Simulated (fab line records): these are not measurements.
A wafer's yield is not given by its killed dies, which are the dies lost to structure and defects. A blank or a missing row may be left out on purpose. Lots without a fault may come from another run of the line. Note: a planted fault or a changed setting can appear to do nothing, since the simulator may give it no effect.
Matching of chambers :: flow n5Finfet :: 3 sister chambers for N5_BEOL_M1_ILD_DEP_00 on pecvd-02
The step deposits SiOC from DEMS/O2, target thk 79 nm, time 15.3 s. 6 wafers are shown with their chamber, then 10 later ones without.

== WAFERS WITH THEIR CHAMBER ==
wafer: L087.1
chamber: 2
throttleValvePct (%): 13.0
heaterPowerW (W): 664

wafer: L087.5
chamber: 2
throttleValvePct (%): 13.0
heaterPowerW (W): 685

wafer: L088.5
chamber: 0
throttleValvePct (%): 11.3
heaterPowerW (W): 519

wafer: L088.6
chamber: 1
throttleValvePct (%): 12.4
heaterPowerW (W): 388

wafer: L090.1
chamber: 0
throttleValvePct (%): 11.1
heaterPowerW (W): 585

wafer: L090.3
chamber: 1
throttleValvePct (%): 11.9
heaterPowerW (W): 496

== WAFERS WITH NO CHAMBER GIVEN ==
wafer: L090.6
throttleValvePct (%): 10.8
heaterPowerW (W): 567

wafer: L092.2
throttleValvePct (%): 12.1
heaterPowerW (W): 441

wafer: L092.3
throttleValvePct (%): 11.3
heaterPowerW (W): 530

wafer: L092.6
throttleValvePct (%): 11.2
heaterPowerW (W): 539

wafer: L094.3
throttleValvePct (%): 11.1
heaterPowerW (W): 548

wafer: L094.5
throttleValvePct (%): 12.2
heaterPowerW (W): 408

wafer: L094.6
throttleValvePct (%): 10.9
heaterPowerW (W): 577

wafer: L095.2
throttleValvePct (%): 11.6
heaterPowerW (W): 705

wafer: L095.4
throttleValvePct (%): 11.9
heaterPowerW (W): 735

wafer: L095.5
throttleValvePct (%): 11.9
heaterPowerW (W): 419

== WHICH CHAMBER EACH ONE RAN IN ==
wafer: L090.6
from the rows above: 0
in truth: 0

wafer: L092.2
from the rows above: 1
in truth: 1

wafer: L092.3
from the rows above: 0
in truth: 0

wafer: L092.6
from the rows above: 0
in truth: 0

wafer: L094.3
from the rows above: 0
in truth: 0

wafer: L094.5
from the rows above: 1
in truth: 1

wafer: L094.6
from the rows above: 0
in truth: 0

wafer: L095.2
from the rows above: 0
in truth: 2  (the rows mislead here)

wafer: L095.4
from the rows above: can't be placed: 0 or 2 or 1
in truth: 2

wafer: L095.5
from the rows above: 1
in truth: 1
Placed correctly: 8 of 10. Not placeable from these rows: 1 (in 1, the candidates include the true chamber). Placed wrongly: 1.
How it was worked out, from the rows above alone: a wafer's distance from a chamber is the root of the sum, over the readings, of the square of ((its reading less the chamber's mean) divided by the reading's scatter). If the next closest chamber is less than 2 further off than the closest, the wafer can't be placed; otherwise it belongs to the closest. A chamber's mean is the mean of its shown wafers. The scatter: the root of (the sum of the squares of (reading less its chamber's mean) over the shown wafers, divided by (wafers less chambers)).
